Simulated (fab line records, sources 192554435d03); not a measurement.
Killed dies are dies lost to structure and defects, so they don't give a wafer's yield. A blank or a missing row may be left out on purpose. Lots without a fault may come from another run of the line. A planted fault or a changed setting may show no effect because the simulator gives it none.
One fault seen from 3 desks | flow n5_finfet | each desk has only its own numbers; what lay behind them comes last

THE TOOL OWNER'S DESK: rie_diel-05
The tool's own readings at N5_BEOL_M9_ETCH_62 (etches SOC in N2/H2, target depth 110 nm, overetch 22 nm, time 165 s): means of the sampled wafers that have a number, for each lot that ran on this tool. A lot is out of limits, marked OUT, if its mean lies more than 4 standard deviations from the usual mean; the brackets give that distance.
Columns: A = drypump_motor_current_A at N5_BEOL_M9_ETCH_62, usual 5.6 A; B = oes_product_au at N5_BEOL_M9_ETCH_62, usual 0.68 a.u.; C = rf_vpp_V at N5_BEOL_M9_ETCH_62, usual 524.1 V; D = showerhead_plenum_p_Torr at N5_BEOL_M9_ETCH_62, usual 2.55 Torr; E = throttle_valve_pct at N5_BEOL_M9_ETCH_62, usual 17.77 %
lot  | first seen here | A   | B    | C     | D    | E
L150 | day 11 11:43    | 5.2 | 0.68 | 524.2 | 2.56 | 17.62
L153 | day 11 19:31    | 5.4 | 0.65 | 523.7 | 2.54 | 17.61
L156 | day 13 08:47    | 5.8 | 0.63 | 524.5 | 2.61 | 17.80
L160 | day 14 09:16    | 6.3 | 0.72 | 527.5 | 2.71 | 17.93
L161 | day 14 11:40    | 6.1 | 0.65 | 525.5 | 2.61 | 17.76
This desk's finding: nothing out of limits on any of the 5 lots.

THE METROLOGY DESK
What the gauges read, lot by lot, whatever tool the lot ran on: means of the sampled wafers that have a number. A lot is out of limits, marked OUT, if its mean lies more than 4 standard deviations from the usual mean; the brackets give that distance.
Columns: A = cd_nm at N5_BEOL_M9_CD_MEAS_11, usual 64.1 nm; B = M9_OVL at N5_BEOL_M9_OVL_MEAS_12, usual -0.3 nm
lot  | first seen here | A    | B
L150 | day 11 11:07    | 64.0 | -0.5
L153 | day 11 19:20    | 63.8 | 0.1
L155 | day 13 08:09    | 64.1 | 0.3
L156 | day 13 08:28    | 63.9 | -0.8
L160 | day 14 09:05    | 64.1 | -1.0
L161 | day 14 11:29    | 64.1 | 0.6
L163 | day 15 05:16    | 64.7 | 0.0
This desk's finding: nothing out of limits on any of the 7 lots.

THE DEFECT DESK
What the inspections along the route counted, lot by lot: means of the sampled wafers that have a number. A lot is out of limits, marked OUT, if its mean lies more than 4 standard deviations from the usual mean; the brackets give that distance.
Columns: A = raw_defect_count at N5_BEOL_M9_INSPECT_13, usual 429
lot  | first seen here | A
L150 | day 11 11:10    | 431
L153 | day 11 19:23    | 537
L155 | day 13 08:12    | 358
L156 | day 13 08:32    | 398
L160 | day 14 09:09    | 314
L161 | day 14 11:33    | 436
L163 | day 15 05:19    | 495
This desk's finding: nothing out of limits on any of the 7 lots.

PUT TOGETHER
The tool owner's desk saw nothing out of limits.
The metrology desk saw nothing out of limits.
The defect desk saw nothing out of limits.

WHAT THE SIMULATOR HAD PUT IN
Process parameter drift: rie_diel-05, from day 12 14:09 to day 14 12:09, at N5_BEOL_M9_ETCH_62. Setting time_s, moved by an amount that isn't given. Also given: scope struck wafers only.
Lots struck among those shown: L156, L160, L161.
